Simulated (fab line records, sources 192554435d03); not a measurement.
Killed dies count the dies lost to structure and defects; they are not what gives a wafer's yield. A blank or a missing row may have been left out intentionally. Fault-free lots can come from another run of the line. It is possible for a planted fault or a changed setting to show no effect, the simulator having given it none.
fab line records	flow n5Finfet
record: lots: 7	wafers: 21
route steps=1938 shown BEOL_M8@1350 BEOL_M9@1407 BEOL_M10@1494 BEOL_M14@1743 BEOL_M15@1820
startH: the number of hours between the record's first day and the start of the first shown wafer of the lot	waitH: hours from the lot's prior step to this one	" as in the row above	L1.1+2: several wafers, shown together as one row	- no value present, or no start provided	* or withheld: withheld	< > ~ a bound
route shown NAME@n: NAME is a module with steps in the file, n the number in the route of the first one	usual: average and standard deviation across the fault-free wafers	same: alike in all rows	chamber/n: place in a boat	sites: the reading at each site	_std_site: how widely they spread, as a standard deviation	_edge_site: outer sites' mean less inner sites'	radiusMm: for every site, how far away it sits from the centre of the wafer	mask NAME#n: copy n	behind: the most recent tool/chamber to have shaped the wafer	hold: why the lot went on hold/how many hours it stayed there/how the hold came to an end	device: transistor that didn't switch, given as n, p or np	end of line: tests run on the same wafers once the route is complete	where a step has no rows: the recipe by itself	killed: count of dies lost to structure and defects at first sort (not the wafer's yield)	map: dies across one wafer; x = killed, . = not, _ = none there
set.NAME: the setting the step ran with; set.NAME@STEP: the setting that earlier step ran with	model.NAME: the simulator's own value behind a step, which no gauge read
lots with deliberately changed settings; one table per step, one row per wafer
== steps ==
step: N5_BEOL_M8_ETCH_62
recipe: chemistry: N2/H2	target: SOC	targetDepthA: 1100	overetchA: 220	maskMaterial: SiARC	tempC: 40	timeS: 165	ionEnergyEv: 200	pressureMtorr: 30	sourceW: 840	biasW: 150	n2FlowSccm: 200	h2FlowSccm: 200
usual: rfVppV: 522.9/1.9
lot.wafer	tool	chamber	startH	waitH	set.sourceW	rfVppV
L074.3	rieDiel-04	2	208.87	0.0	959.4	500.4
L074.4	"	3	"	"	840	520.0
L074.6	"	0	"	"	840	522.8
L083.2	rieDiel-01	0	256.54	0.0	741.6	542.5
L083.3	"	1	"	"	741.6	547.0
L083.6	"	0	"	"	741.6	539.5
L084.1	rieDiel-01	3	259.32	0.0	840	525.8
L084.2	"	0	"	"	840	519.8
L084.5	"	2	"	"	840	522.7
L085.1	rieDiel-04	3	280.93	0.0	840	520.1
L085.2	"	1	"	"	840	521.6
L085.6	"	2	"	"	840	522.1
L089.1	rieDiel-04	3	297.63	0.0	840	520.7
L089.2	"	1	"	"	840	521.1
L089.4	"	2	"	"	840	521.3
L092.2	rieDiel-01	3	303.10	0.0	840	526.4
L092.4	"	1	"	"	840	525.1
L092.6	"	2	"	"	840	521.1
L096.2	rieDiel-04	0	332.14	0.0	840	521.5
L096.4	"	2	"	"	942.2	502.8
L096.5	"	1	"	"	942.2	502.5
step: N5_BEOL_M9_COAT_60
recipe: resist: SiARC	tempC: 220	timeS: 60	spinRpm: 1500	resistThkNm: 30
lot.wafer	tool	chamber	startH	waitH	set.spinRpm	model.SiARC_of_BEOL_M9_COAT_60.thkNm
L074.3	lithoTrack-01	0	-	-	1457	30.6
L074.4+6	"	0	"	"	1500	30.2
L083.2	lithoTrack-03	0	-	-	1500	29.8
L083.3+6	"	0	"	"	1500	30
L084.1+2+5	lithoTrack-01	0	-	-	1500	30
L085.1	lithoTrack-03	0	-	-	1500	29.8
L085.2+6	"	0	"	"	1625	28.8
L089.1+4	lithoTrack-04	0	-	-	1565	29.4
L089.2	"	0	"	"	1500	30
L092.2+6	lithoTrack-04	0	-	-	1500	30
L092.4	"	0	"	"	1420	30.8
L096.2+4	lithoTrack-03	0	-	-	1389	31
L096.5	"	0	"	"	1500	30
step: N5_BEOL_M9_COAT_05
recipe: resist: CAR-ArF	spinRpm: 1500	resistThkNm: 90
step: N5_BEOL_M9_EBR_07
recipe: solvent: PGMEA	ebrWidthMm: 1.5
step: N5_BEOL_M9_DESCUM_16
recipe: chemistry: O2	timeS: 7.9	sourcePowerW: 50	biasPowerW: 20	pressureMtorr: 20	rfFrequencyHz: 2.712e+07	tempC: 40	resist: CAR-ArF	o2FlowSccm: 225
step: N5_BEOL_M9_ETCH_61
recipe: chemistry: CF4	target: SiARC	targetDepthA: 390	maskMaterial: CAR-ArF	timeS: 65	ionEnergyEv: 80	pressureMtorr: 40	sourceW: 545	biasW: 36	Ar_flow_sccm: 100	cf4FlowSccm: 100	ends: cleared
lot.wafer	tool	chamber	startH	waitH	set.spinRpm@BEOL_M9_COAT_60	model.CAR-ArF_of_BEOL_M9_COAT_05.thkNm	model.etch.depthNm
L074.3	rieDiel-05	0	223.85	0.0	1457	55	30.5
L074.4	"	1	"	"	1500	55.4	30.11
L074.6	"	2	"	"	1500	55.8	30.11
L083.2	rieDiel-05	1	264.58	0.0	1500	55.6	29.9
L083.3	"	2	"	"	1500	55.4	29.97
L083.6	"	1	"	"	1500	55.4	30
L084.1	rieDiel-05	3	269.69	0.0	1500	55.4	30.04
L084.2	"	2	"	"	1500	55.2	30.03
L084.5	"	3	"	"	1500	55.6	29.95
L085.1	rieDiel-05	1	291.10	0.0	1500	55.6	29.81
L085.2	"	2	"	"	1625	56.6	28.74
L085.6	"	3	"	"	1625	56.6	28.75
L089.1	rieDiel-05	3	304.28	0.0	1565	56.4	29.32
L089.2	"	1	"	"	1500	55	30.05
L089.4	"	2	"	"	1565	55.6	29.4
L092.2	rieDiel-05	3	314.57	0.0	1500	55.2	30.07
L092.4	"	0	"	"	1420	54.4	30.84
L092.6	"	2	"	"	1500	55	30.09
L096.2	rieDiel-05	2	340.77	0.0	1389	54.4	31.1
L096.4	"	3	"	"	1389	54.8	30.93
L096.5	"	2	"	"	1500	55.8	29.92
step: N5_BEOL_M9_ETCH_62
recipe: chemistry: N2/H2	target: SOC	targetDepthA: 1100	overetchA: 220	maskMaterial: SiARC	tempC: 40	timeS: 165	ionEnergyEv: 200	pressureMtorr: 30	sourceW: 840	biasW: 150	n2FlowSccm: 200	h2FlowSccm: 200
lot.wafer	tool	chamber	startH	waitH	set.timeS	model.SiARC_of_BEOL_M9_COAT_60.thkNm
L074.3+6	rieDiel-05	0,2	223.90	0.0	165	23.6
L074.4	"	1	"	"	147.7	24
L083.2+6	rieDiel-05	1	264.63	0.0	186	22.2
L083.3	"	2	"	"	165	23.6
L084.1+2+5	rieDiel-05	3,2,3	269.74	0.0	165	23.6
L085.1	rieDiel-05	1	291.15	0.0	165	23
L085.2	"	2	"	"	165	22.4
L085.6	"	3	"	"	165	22.6
L089.1	rieDiel-05	3	304.33	0.0	165	23
L089.2	"	1	"	"	165	23.4
L089.4	"	2	"	"	177.8	22.6
L092.2+4	rieDiel-05	3,0	314.62	0.0	165	23.8
L092.6	"	2	"	"	165	23.6
L096.2	rieDiel-05	2	340.82	0.0	134.8	25.8
L096.4	"	3	"	"	165	24.6
L096.5	"	2	"	"	165	23.6
step: N5_BEOL_M10_COAT_63
recipe: resist: SOC	tempC: 250	timeS: 60	spinRpm: 1500	resistThkNm: 100
lot.wafer	tool	chamber	startH	waitH	set.spinRpm	model.SOC_of_BEOL_M10_COAT_63.thkNm
L074.3	lithoTrack-05	0	234.20	1.6	1500	100.6
L074.4	"	0	"	"	1500	100
L074.6	"	0	"	"	1500	100.2
L083.2	lithoTrack-04	0	275.91	1.5	1500	99.8
L083.3+6	"	0	"	"	1500	100
L084.1	lithoTrack-04	0	284.56	3.8	1500	99.8
L084.2+5	"	0	"	"	1500	100
L085.1	lithoTrack-04	0	298.37	0.6	1420	102.4
L085.2	"	0	"	"	1420	102.6
L085.6	"	0	"	"	1500	100
L089.1+2	lithoTrack-05	0	314.57	0.1	1382	104.4
L089.4	"	0	"	"	1500	100.4
L092.2+4+6	lithoTrack-02	0	325.82	2.8	1386	103.6
L096.2+4+5	lithoTrack-02	0	355.92	3.9	1500	99.8
step: N5_BEOL_M10_PEB_26
recipe: pebTempC: withheld	pebTimeS: 60	resist: CAR-ArF
lot.wafer	tool	chamber	startH	waitH	set.pebTimeS
L074.3+4+6	lithoTrack-02	0	234.38	0.0	69.42
L083.2+3	lithoTrack-05	0	276.22	0.1	72.42
L083.6	"	0	"	"	60
L084.1+2+5	lithoTrack-04	0	284.87	0.1	60
L085.1+2	lithoTrack-04	0	298.68	0.1	60
L085.6	"	0	"	"	53.99
L089.1+2+4	lithoTrack-04	0	314.87	0.1	60
L092.2+4+6	lithoTrack-05	0	326.13	0.1	60
L096.2+4+5	lithoTrack-02	0	356.10	0.1	60
step: N5_BEOL_M10_DEVELOP_27
recipe: developTimeS: 30	developer: TMAH	resist: CAR-ArF	rinseLiquid: diw	dry: airSpin	devTempC: 23
step: N5_BEOL_M10_CD_MEAS_28
recipe: targetCdNm: 70	landingEnergyEv: 500	detector: seInlens	polarity: opening
usual: cdNm: 70.0/1.1
lot.wafer	tool	chamber	startH	waitH	set.pebTimeS@BEOL_M10_PEB_26	cdNm
L074.3	cdSem-03	0	234.45	-	69.42	77.2
L074.4	"	0	"	"	69.42	78.1
L074.6	"	0	"	"	69.42	75.9
L083.2	cdSem-03	0	276.28	-	72.42	80.0
L083.3	"	0	"	"	72.42	76.7
L083.6	"	0	"	"	60	70.1
L084.1	cdSem-03	0	284.93	-	60	69.3
L084.2	"	0	"	"	60	69.9
L084.5	"	0	"	"	60	71.2
L085.1	cdSem-01	0	298.74	-	60	70.9
L085.2	"	0	"	"	60	70.5
L085.6	"	0	"	"	53.99	66.7
L089.1	cdSem-03	0	314.94	-	60	68.3
L089.2	"	0	"	"	60	70.3
L089.4	"	0	"	"	60	69.8
L092.2	cdSem-03	0	326.20	-	60	69.1
L092.4	"	0	"	"	60	69.9
L092.6	"	0	"	"	60	69.3
L096.2	cdSem-02	0	356.17	-	60	70.5
L096.4	"	0	"	"	60	69.8
L096.5	"	0	"	"	60	69.6
step: N5_BEOL_M10_DESCUM_33
recipe: chemistry: O2	timeS: 7.9	sourcePowerW: 50	biasPowerW: 20	pressureMtorr: 20	rfFrequencyHz: 2.712e+07	tempC: 40	resist: CAR-ArF	o2FlowSccm: 225
step: N5_BEOL_M10_ETCH_65
recipe: chemistry: CF4	target: SiARC	targetDepthA: 390	maskMaterial: CAR-ArF	timeS: 65	ionEnergyEv: 80	pressureMtorr: 40	sourceW: 545	biasW: 36	Ar_flow_sccm: 100	cf4FlowSccm: 100	ends: cleared
step: N5_BEOL_M10_ETCH_66
recipe: chemistry: N2/H2	target: SOC	targetDepthA: 1200	overetchA: 240	maskMaterial: SiARC	tempC: 40	timeS: 180	ionEnergyEv: 200	pressureMtorr: 30	sourceW: 840	biasW: 150	n2FlowSccm: 200	h2FlowSccm: 200
lot.wafer	tool	chamber	startH	waitH	set.spinRpm@BEOL_M10_COAT_63	model.etch.depthNm
L074.3	rieDiel-01	3	234.62	0.0	1500	100.6
L074.4	"	1	"	"	1500	100.1
L074.6	"	0	"	"	1500	100.3
L083.2	rieDiel-03	0	276.46	0.0	1500	99.85
L083.3	"	2	"	"	1500	99.94
L083.6	"	3	"	"	1500	99.91
L084.1	rieDiel-01	1	285.11	0.0	1500	99.87
L084.2+5	"	3,2	"	"	1500	100
L085.1	rieDiel-04	2	298.92	0.0	1420	102.5
L085.2	"	0	"	"	1420	102.6
L085.6	"	0	"	"	1500	99.99
L089.1	rieDiel-03	1	315.11	0.0	1382	104.3
L089.2	"	2	"	"	1382	104.5
L089.4	"	0	"	"	1500	100.4
L092.2	rieDiel-03	1	326.50	0.0	1386	103.7
L092.4	"	3	"	"	1386	103.5
L092.6	"	0	"	"	1386	103.6
L096.2	rieDiel-03	3	356.34	0.0	1500	99.78
L096.4	"	2	"	"	1500	99.79
L096.5	"	3	"	"	1500	99.88
step: N5_BEOL_M10_STRIP_69
recipe: chemistry: N2/H2	tempC: 40	n2FlowSccm: 200	h2FlowSccm: 200	rfFrequencyHz: 6e+07
step: N5_BEOL_M10_VIA_ETCH_34
recipe: chemistry: C4F6/O2	target: SiCOH_lowk	targetDepthA: 1845	maskMaterial: SOC	taperDeg: 4	timeS: 69.2	ionEnergyEv: 250	pressureMtorr: 30	sourceW: 345	biasW: 185	Ar_flow_sccm: 300	C4F6_flow_sccm: 10	O2_flow_sccm: 10
lot.wafer	tool	chamber	startH	waitH	set.spinRpm@BEOL_M10_COAT_63	model.SOC_of_BEOL_M10_COAT_63.thkNm
L074.3	rieDiel-01	3	234.74	0.0	1500	92.8
L074.4	"	1	"	"	1500	92
L074.6	"	0	"	"	1500	92.2
L083.2+3	rieDiel-03	0,2	276.58	0.0	1500	92
L083.6	"	3	"	"	1500	91.8
L084.1+5	rieDiel-01	1,2	285.23	0.0	1500	92
L084.2	"	3	"	"	1500	92.2
L085.1	rieDiel-04	2	299.04	0.0	1420	94.4
L085.2	"	0	"	"	1420	94.6
L085.6	"	0	"	"	1500	92.2
L089.1	rieDiel-03	1	315.24	0.0	1382	96.2
L089.2	"	2	"	"	1382	96.6
L089.4	"	0	"	"	1500	92.6
L092.2+6	rieDiel-03	1,0	326.62	0.0	1386	95.8
L092.4	"	3	"	"	1386	95.4
L096.2+5	rieDiel-03	3	356.47	0.0	1500	91.8
L096.4	"	2	"	"	1500	92
step: N5_BEOL_M14_PEB_26
recipe: pebTempC: 130	pebTimeS: 90
lot.wafer	tool	chamber	startH	waitH	set.pebTempC
L074.3+4	lithoTrack-03	0	259.25	0.0	130
L074.6	"	0	"	"	132.7
L083.2+3	lithoTrack-03	0	300.81	0.0	130
L083.6	"	0	"	"	131.2
L084.1+2+5	lithoTrack-04	0	307.43	0.1	130
L085.1+2+6	lithoTrack-01	0	325.16	0.1	130
L089.1	lithoTrack-03	0	339.47	0.1	133.6
L089.2+4	"	0	"	"	130
L092.2+4	lithoTrack-01	0	360.18	0.0	130
L092.6	"	0	"	"	127.7
L096.2+4	lithoTrack-01	0	380.17	0.0	131.4
L096.5	"	0	"	"	130
step: N5_BEOL_M14_DEVELOP_27
recipe: developTimeS: 45	rinseLiquid: diw	dry: airSpin	devTempC: 21
lot.wafer	tool	chamber	startH	waitH	set.developTimeS
L074.3+4	lithoTrack-03	0	-	-	45
L074.6	"	0	"	"	39.08
L083.2+6	lithoTrack-03	0	-	-	45
L083.3	"	0	"	"	49.83
L084.1+2+5	lithoTrack-04	0	-	-	45
L085.1	lithoTrack-01	0	-	-	52.82
L085.2+6	"	0	"	"	45
L089.1+4	lithoTrack-03	0	-	-	45
L089.2	"	0	"	"	39.62
L092.2	lithoTrack-01	0	-	-	37.38
L092.4+6	"	0	"	"	45
L096.2+4+5	lithoTrack-01	0	-	-	45
step: N5_BEOL_M14_HARDBAKE_32
recipe: tempC: 130	timeS: 120
step: N5_BEOL_M14_CD_MEAS_28
recipe: targetCdNm: 284.4	landingEnergyEv: 500	detector: seInlens
usual: cdNm: 284.4/2.4
lot.wafer	tool	chamber	startH	waitH	set.pebTempC@BEOL_M14_PEB_26	cdNm
L074.3	cdSem-01	0	259.36	-	130	286.8
L074.4	"	0	"	"	130	287.3
L074.6	"	0	"	"	132.7	294.5
L083.2	cdSem-01	0	300.93	-	130	284.2
L083.3	"	0	"	"	130	286.4
L083.6	"	0	"	"	131.2	288.4
L084.1	cdSem-01	0	307.54	-	130	284.2
L084.2	"	0	"	"	130	283.4
L084.5	"	0	"	"	130	284.2
L085.1	cdSem-02	0	325.27	-	130	279.8
L085.2	"	0	"	"	130	286.4
L085.6	"	0	"	"	130	283.6
L089.1	cdSem-01	0	339.58	-	133.6	302.7
L089.2	"	0	"	"	130	283.1
L089.4	"	0	"	"	130	286.2
L092.2	cdSem-03	0	360.29	-	130	280.1
L092.4	"	0	"	"	130	282.5
L092.6	"	0	"	"	127.7	267.3
L096.2	cdSem-02	0	380.29	-	131.4	293.8
L096.4	"	0	"	"	131.4	292.7
L096.5	"	0	"	"	130	288.0
step: N5_BEOL_M14_DESCUM_33
recipe: chemistry: O2	timeS: 7.9	sourcePowerW: 50	biasPowerW: 20	pressureMtorr: 20	rfFrequencyHz: 2.712e+07	tempC: 40	o2FlowSccm: 225
lot.wafer	tool	chamber	startH	waitH	set.pebTempC@BEOL_M14_PEB_26	model.BEOL_M14.cdNm
L074.3	rieDiel-03	3	259.45	0.0	130	287
L074.4	"	0	"	"	130	287.4
L074.6	"	1	"	"	132.7	294.6
L083.2	rieDiel-03	0	301.02	0.0	130	285
L083.3	"	3	"	"	130	286.4
L083.6	"	1	"	"	131.2	288.6
L084.1	rieDiel-04	1	307.63	0.0	130	284.4
L084.2	"	0	"	"	130	283.2
L084.5	"	1	"	"	130	283.8
L085.1	rieDiel-03	3	325.39	0.1	130	279.8
L085.2	"	0	"	"	130	286.6
L085.6	"	3	"	"	130	283.8
L089.1	rieDiel-03	3	339.74	0.1	133.6	303
L089.2	"	1	"	"	130	282.8
L089.4	"	2	"	"	130	286
L092.2	rieDiel-01	1	360.38	0.0	130	280.2
L092.4	"	1	"	"	130	282.6
L092.6	"	2	"	"	127.7	267.2
L096.2	rieDiel-01	0	381.70	1.4	131.4	294
L096.4	"	2	"	"	131.4	292.8
L096.5	"	0	"	"	130	287.6
step: N5_BEOL_M14_ETCH_67
recipe: chemistry: CF4	target: SiARC	targetDepthA: 1430	timeS: 238.3	ionEnergyEv: 80	pressureMtorr: 40	sourceW: 545	biasW: 36	Ar_flow_sccm: 100	cf4FlowSccm: 100	ends: cleared
lot.wafer	tool	chamber	startH	waitH	set.pebTempC@BEOL_M14_PEB_26	model.BEOL_M14.cdNm
L074.3	rieDiel-03	3	259.48	0.0	130	282.4
L074.4	"	0	"	"	130	282.6
L074.6	"	1	"	"	132.7	291.2
L083.2	rieDiel-03	0	301.05	0.0	130	280.8
L083.3	"	3	"	"	130	282.6
L083.6	"	1	"	"	131.2	284.6
L084.1	rieDiel-04	1	307.67	0.0	130	279.6
L084.2	"	0	"	"	130	278
L084.5	"	1	"	"	130	279
L085.1	rieDiel-03	3	325.42	0.0	130	275.6
L085.2	"	0	"	"	130	282.6
L085.6	"	3	"	"	130	279.8
L089.1	rieDiel-03	3	339.78	0.0	133.6	298.4
L089.2	"	1	"	"	130	278.6
L089.4	"	2	"	"	130	280.4
L092.2	rieDiel-01	1	360.41	0.0	130	276.2
L092.4	"	1	"	"	130	278.4
L092.6	"	2	"	"	127.7	262.8
L096.2	rieDiel-01	0	381.73	0.0	131.4	289.6
L096.4	"	2	"	"	131.4	288.6
L096.5	"	0	"	"	130	282.8
step: N5_BEOL_M14_ETCH_68
recipe: chemistry: N2/H2	target: SOC	maskMaterial: SiARC	sourceW: 3000	biasW: 350	tempC: 40	timeS: 450	ionEnergyEv: 200	pressureMtorr: 30	n2FlowSccm: 200	h2FlowSccm: 200
lot.wafer	tool	chamber	startH	waitH	set.pebTempC@BEOL_M14_PEB_26	model.BEOL_M14.cdNm
L074.3	rieDiel-03	3	259.63	0.1	130	282.2
L074.4	"	0	"	"	130	279.8
L074.6	"	1	"	"	132.7	292.4
L083.2	rieDiel-03	0	301.20	0.1	130	279
L083.3	"	3	"	"	130	284
L083.6	"	1	"	"	131.2	285
L084.1	rieDiel-04	1	307.81	0.1	130	280.2
L084.2	"	0	"	"	130	279
L084.5	"	1	"	"	130	279.2
L085.1	rieDiel-03	3	325.57	0.1	130	278.6
L085.2	"	0	"	"	130	282
L085.6	"	3	"	"	130	281.2
L089.1	rieDiel-03	3	339.92	0.1	133.6	300.6
L089.2	"	1	"	"	130	281.2
L089.4	"	2	"	"	130	280.6
L092.2	rieDiel-01	1	360.56	0.1	130	278.2
L092.4	"	1	"	"	130	280
L092.6	"	2	"	"	127.7	266
L096.2	rieDiel-01	0	381.88	0.1	131.4	288.2
L096.4	"	2	"	"	131.4	291.8
L096.5	"	0	"	"	130	281.6
step: N5_BEOL_M14_STRIP_69
recipe: chemistry: N2/H2	tempC: 40	n2FlowSccm: 200	h2FlowSccm: 200	rfFrequencyHz: 6e+07
step: N5_BEOL_M14_TRENCH_ETCH_34
recipe: chemistry: C4F8/O2/Ar	target: SiO2	targetDepthA: 5566.5	maskMaterial: SOC	heInnerTorr: 15	heOuterTorr: 30	timeS: 126.9	ionEnergyEv: 800	pressureMtorr: 20	sourceW: 1905	biasW: 2040	Ar_flow_sccm: 400	C4F8_flow_sccm: 16	O2_flow_sccm: 12
lot.wafer	tool	chamber	startH	waitH	set.pebTempC@BEOL_M14_PEB_26	model.BEOL_M14.cdNm
L074.3	rieDiel-03	3	259.90	0.0	130	282.8
L074.4	"	0	"	"	130	280
L074.6	"	1	"	"	132.7	292.2
L083.2	rieDiel-03	0	301.47	0.0	130	278.6
L083.3	"	3	"	"	130	284
L083.6	"	1	"	"	131.2	285.2
L084.1	rieDiel-04	1	308.09	0.0	130	280
L084.2	"	0	"	"	130	278.4
L084.5	"	1	"	"	130	278.8
L085.1	rieDiel-03	3	325.84	0.0	130	278.4
L085.2	"	0	"	"	130	281.6
L085.6	"	3	"	"	130	281
L089.1	rieDiel-03	3	340.20	0.0	133.6	300.8
L089.2	"	1	"	"	130	281.4
L089.4	"	2	"	"	130	280.8
L092.2	rieDiel-01	1	360.83	0.0	130	278.2
L092.4	"	1	"	"	130	280.2
L092.6	"	2	"	"	127.7	267.2
L096.2	rieDiel-01	0	382.15	0.0	131.4	288.8
L096.4	"	2	"	"	131.4	292.8
L096.5	"	0	"	"	130	282
step: N5_BEOL_M15_SPUTTER_44
recipe: material: Ta	targetThkA: 150	tempC: 50	biasV: 80	powerW: 15000	chamberPressurePa: 0.07	timeS: 24.19
lot.wafer	tool	chamber	startH	waitH	set.powerW	model.Ta_of_BEOL_M15_SPUTTER_44.thkNm
L074.3	pvdSputter-01	-	271.68	0.0	15000	15
L074.4	"	-	"	"	15000	15.2
L074.6	"	-	"	"	12890	12.6
L083.2+3	pvdSputter-02	-	308.68	0.0	15920	15.6
L083.6	"	-	"	"	15920	15.4
L084.1	pvdSputter-02	-	317.45	0.0	15000	15
L084.2+5	"	-	"	"	15000	14.8
L085.1	pvdSputter-01	-	336.65	0.0	15000	15.2
L085.2+6	"	-	"	"	12820	12.8
L089.1+4	pvdSputter-02	-	347.54	0.0	12980	12.6
L089.2	"	-	"	"	15000	14.8
L092.2+6	pvdSputter-02	-	369.11	0.0	15000	15
L092.4	"	-	"	"	15000	14.8
L096.2+4	pvdSputter-03	-	387.74	0.0	15000	15
L096.5	"	-	"	"	15000	15.2
== key ==
split: step: N5_BEOL_M8_ETCH_62	setting: sourceW	stated: 840	by: wafer
response: step: N5_BEOL_M8_ETCH_62	reading: rfVppV	change: -1.51	per: 1%	r: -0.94
split: step: N5_BEOL_M9_COAT_60	setting: spinRpm	stated: 1500	by: wafer
response: step: N5_BEOL_M9_COAT_60	reading: model.SiARC_of_BEOL_M9_COAT_60.thkNm	change: -0.132	per: 1%	r: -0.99
response: step: N5_BEOL_M9_ETCH_61	reading: model.CAR-ArF_of_BEOL_M9_COAT_05.thkNm	change: +0.15	per: 1%	r: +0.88
response: step: N5_BEOL_M9_ETCH_61	reading: model.etch.depthNm	change: -0.14	per: 1%	r: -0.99
split: step: N5_BEOL_M9_ETCH_62	setting: timeS	stated: 165	by: wafer
response: step: N5_BEOL_M9_ETCH_62	reading: model.SiARC_of_BEOL_M9_COAT_60.thkNm	change: -0.0866	per: 1%	r: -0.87
split: step: N5_BEOL_M10_COAT_63	setting: spinRpm	stated: 1500	by: wafer
response: step: N5_BEOL_M10_COAT_63	reading: model.SOC_of_BEOL_M10_COAT_63.thkNm	change: -0.496	per: 1%	r: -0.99
response: step: N5_BEOL_M10_ETCH_66	reading: model.etch.depthNm	change: -0.495	per: 1%	r: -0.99
response: step: N5_BEOL_M10_VIA_ETCH_34	reading: model.SOC_of_BEOL_M10_COAT_63.thkNm	change: -0.467	per: 1%	r: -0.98
split: step: N5_BEOL_M10_PEB_26	setting: pebTimeS	stated: 60	by: wafer
response: step: N5_BEOL_M10_CD_MEAS_28	reading: cdNm	change: +0.396	per: 1%	r: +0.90
split: step: N5_BEOL_M14_PEB_26	setting: pebTempC	stated: 130	by: wafer
response: step: N5_BEOL_M14_CD_MEAS_28	reading: cdNm	change: +5.77	per: 1%	r: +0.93
response: step: N5_BEOL_M14_DESCUM_33	reading: model.BEOL_M14.cdNm	change: +5.89	per: 1%	r: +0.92
response: step: N5_BEOL_M14_ETCH_67	reading: model.BEOL_M14.cdNm	change: +6.16	per: 1%	r: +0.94
response: step: N5_BEOL_M14_ETCH_68	reading: model.BEOL_M14.cdNm	change: +6.64	per: 1%	r: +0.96
response: step: N5_BEOL_M14_TRENCH_ETCH_34	reading: model.BEOL_M14.cdNm	change: +6.5	per: 1%	r: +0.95
split: step: N5_BEOL_M14_DEVELOP_27	setting: developTimeS	stated: 45	by: wafer
response none clear
split: step: N5_BEOL_M15_SPUTTER_44	setting: powerW	stated: 15000	by: wafer
response: step: N5_BEOL_M15_SPUTTER_44	reading: model.Ta_of_BEOL_M15_SPUTTER_44.thkNm	change: +0.169	per: 1%	r: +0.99
